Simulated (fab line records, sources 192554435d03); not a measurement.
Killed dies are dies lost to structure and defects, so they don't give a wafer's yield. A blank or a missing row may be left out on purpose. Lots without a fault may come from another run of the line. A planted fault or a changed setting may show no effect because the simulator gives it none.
Chamber matching | flow n5_finfet | N5_BEOL_M0_SAQP_SPACER1_ETCHBACK_99 on rie_diel-04: 4 sister chambers
The step etches SiO2 in CHF3/O2, target depth 15.4 nm, time 7.7 s. 8 wafers are shown with their chamber, then 10 later ones without.

WAFERS WITH THEIR CHAMBER
wafer  | chamber | drypump_motor_current_A (A) | rf_vpp_V (V)
L081.3 | 0       | 5.1                         | 509
L082.3 | 2       | 5.5                         | 535
L082.5 | 3       | 5.7                         | 521
L085.1 | 0       | 5.1                         | 510
L085.2 | 3       | 5.7                         | 521
L085.3 | 2       | 5.6                         | 534
L086.3 | 1       | 5.8                         | 524
L086.5 | 1       | 5.8                         | 526

WAFERS WITHOUT THEIR CHAMBER
wafer  | drypump_motor_current_A (A) | rf_vpp_V (V)
L086.6 | 5.1                         | 510
L087.3 | 5.8                         | 526
L087.4 | 5.6                         | 536
L087.5 | 5.8                         | 525
L090.3 | 5.6                         | 534
L090.4 | 5.7                         | 528
L090.5 | 5.9                         | 523
L093.1 | 5.7                         | 529
L093.2 | 5.1                         | 511
L093.5 | 5.7                         | 529

WHICH CHAMBER EACH WENT THROUGH
wafer  | from the rows above | in truth
L086.6 | 0                   | 0
L087.3 | 1                   | 1
L087.4 | 2                   | 2
L087.5 | 1                   | 1
L090.3 | 2                   | 2
L090.4 | 1                   | 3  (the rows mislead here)
L090.5 | 1                   | 1
L093.1 | 1                   | 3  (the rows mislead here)
L093.2 | 0                   | 0
L093.5 | 1                   | 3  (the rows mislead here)
Placed correctly: 7 of 10. Can't be placed from these rows: 0. Placed wrongly: 3.
How it was worked out, from the rows above alone: a wafer's distance from a chamber is the root of the sum, over the readings, of the square of ((its reading less the chamber's mean) divided by the reading's scatter). The wafer belongs to the nearest chamber; if the next one is less than 2 further off, it can't be placed. A chamber's mean is the mean of its shown wafers. The scatter: the root of (the sum of the squares of (reading less its chamber's mean) over the shown wafers, divided by (wafers less chambers)).
